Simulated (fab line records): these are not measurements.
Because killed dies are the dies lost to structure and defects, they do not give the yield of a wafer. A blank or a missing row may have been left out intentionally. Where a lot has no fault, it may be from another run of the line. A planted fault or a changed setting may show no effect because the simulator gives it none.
Comparing a struck lot with a sound one / flow n5 finfet / 38 out of 1938 route steps
Sound: wafers L799.2, L799.3, L799.5. Wafers struck: L808.3, L808.6. Last of all comes the cause.
For every step that has rows: the tool of each side, followed by ch and its chambers, followed by its first start. Under that, the readings that differ: sound wafers / struck wafers / difference of the means / sigmas: that difference in standard deviations of wafers without a fault.
alike: readings whose means differ by less than 2 such deviations, and words and numbers that are the same on both sides. not compared: withheld readings, readings that some wafer has no value for, bounds like >300 that may hide the same value, and numbers for which the record gives no deviation and whose values overlap.
Wherever a step has rows on one side only, a row that says differs or no value, or a row with sigmas, the two part there. Non-overlapping numbers with no deviation appear without sigmas and do not part them. A reading missing from all wafers of one side parts the sides only when that side holds two or more wafers.

first, 9 steps without rows for these wafers: N5_BEOL_M1_ANNEAL_95 (time 240 s); N5_BEOL_M1_SPUTTER_96 (material Cu, target thk 4.5 nm, time 8.29 s); N5_BEOL_M1_ECD_50 (material Cu, target thk 300 nm); N5_BEOL_M1_ANNEAL_51 (time 90 s); N5_BEOL_M1_CMP_52 (polishes, stops on SiOC, t overpolish 6.8 s, target thk 40 nm); N5_BEOL_M1_PRE_CLEAN_60 (time 15 s); N5_BEOL_M1_CO_CAP_55 (material Co, precursor CCTBA/H2, target thk 2 nm, time 102.1 s); N5_BEOL_M1_PRE_CLEAN_56 (time 15 s); N5_BEOL_M1_DEP_57 (deposits SiCN from 3MS/NH3, target thk 8 nm, time 14 s).
N5_BEOL_M2_ILD_DEP_00: deposits SiOC from DEMS/O2, target thk 79 nm, time 15.3 s.
  sound on pecvd-04 ch 0,1,2, day 8 23:49; struck on pecvd-04 ch 0,2, day 10 17:45
reading=model.SiOC_of_BEOL_M2_ILD_DEP_00.thk nm (nm); sound=78 78 79.8; struck=106.4 106.2; difference=+27.7; sigmas=
  alike: heater power w, showerhead plenum p Torr, throttle valve pct
N5_BEOL_M2_THK_MEAS_01:
  sound on film metro-01, day 8 23:53; struck on film metro-02, day 10 17:49
reading=M2_ILD_THK (nm); sound=78.0 77.9 79.8; struck=106.3 106.3; difference=+27.7; sigmas=+28
then, 24 steps without rows for these wafers: N5_BEOL_M2_PECVD_72 (deposits SiO2 from TEOS/O2, target thk 16 nm, time 18 s); N5_BEOL_M2_HM_DEP_02 (deposits TiN, target thk 20 nm); N5_BEOL_M2_COAT_61 (time 60 s, resist thk 60 nm); N5_BEOL_M2_COAT_62 (time 60 s, resist thk 12 nm); N5_BEOL_M2_COAT_73 (time 60 s, resist thk 5 nm); N5_BEOL_M2_COAT_05 (resist thk 30 nm); N5_BEOL_M2_EBR_07; N5_BEOL_M2_SOFTBAKE_06 (time 60 s); N5_BEOL_M2_EXPOSE_08 (exposes mask M2); N5_BEOL_M2_PEB_09 (peb time 60 s); N5_BEOL_M2_DEVELOP_10 (develop time 30 s); N5_BEOL_M2_DESCUM_16 (chemistry O2, time 7 s); N5_BEOL_M2_ETCH_74 (etches underlayer in N2/H2, target depth 6.5 nm, time 5.2 s); N5_BEOL_M2_ETCH_63 (etches SiARC in CF4, target depth 15.6 nm, time 26 s); N5_BEOL_M2_ETCH_64 (etches SOC in N2/H2, target depth 75 nm, overetch 22.5 nm, time 121.9 s); N5_BEOL_M2_STRIP_65 (strips in N2/H2); N5_BEOL_M2_STRIP_75 (strips in N2/H2); N5_BEOL_M2_STRIP_66 (strips in CF4); N5_BEOL_M2_HM_OPEN_17 (chemistry Cl2/BCl3, target TiN, target depth 20 nm, overetch 6 nm); N5_BEOL_M2_STRIP_19 (strips in O2); N5_BEOL_M2_COAT_67 (time 60 s, resist thk 60 nm); N5_BEOL_M2_COAT_68 (time 60 s, resist thk 12 nm); N5_BEOL_M2_COAT_76 (time 60 s, resist thk 5 nm); N5_BEOL_M2_COAT_22 (resist thk 30 nm).
N5_BEOL_M2_CMP_52: polishes, stops on SiOC, t overpolish 6.8 s, target thk 40 nm.
  sound on cmp-04 ch 0,2, day 9 16:49; struck on cmp-02 ch 0, day 11 17:50
reading=model.SiOC_of_BEOL_M2_ILD_DEP_00.thk nm (nm); sound=75 75 76.8; struck=103.4 103.2; difference=+27.7; sigmas=
  alike: motor current A
  not compared: pad life wafers
N5_BEOL_M4_RC_MEAS_101:
  the record has rows for the sound wafers here (prober-01 ch 0, day 11 05:01) and none for the struck ones
-- the record jumps here: 7 days lie between the struck wafers' starts before and after (it left off in module BEOL_M4 and takes up again in module PASSIVATION, whose first step shown is number 1936 of the route) --
N5_PASSIVATION_PROBE_49:
  rows exist in the record for the struck wafers here (prober-02, day 18 17:27), but not for the sound ones

WHERE THEY PART
At N5_BEOL_M2_THK_MEAS_01 first; at N5_PASSIVATION_PROBE_49 last (within this record only).

WHY: the cause the simulator had injected
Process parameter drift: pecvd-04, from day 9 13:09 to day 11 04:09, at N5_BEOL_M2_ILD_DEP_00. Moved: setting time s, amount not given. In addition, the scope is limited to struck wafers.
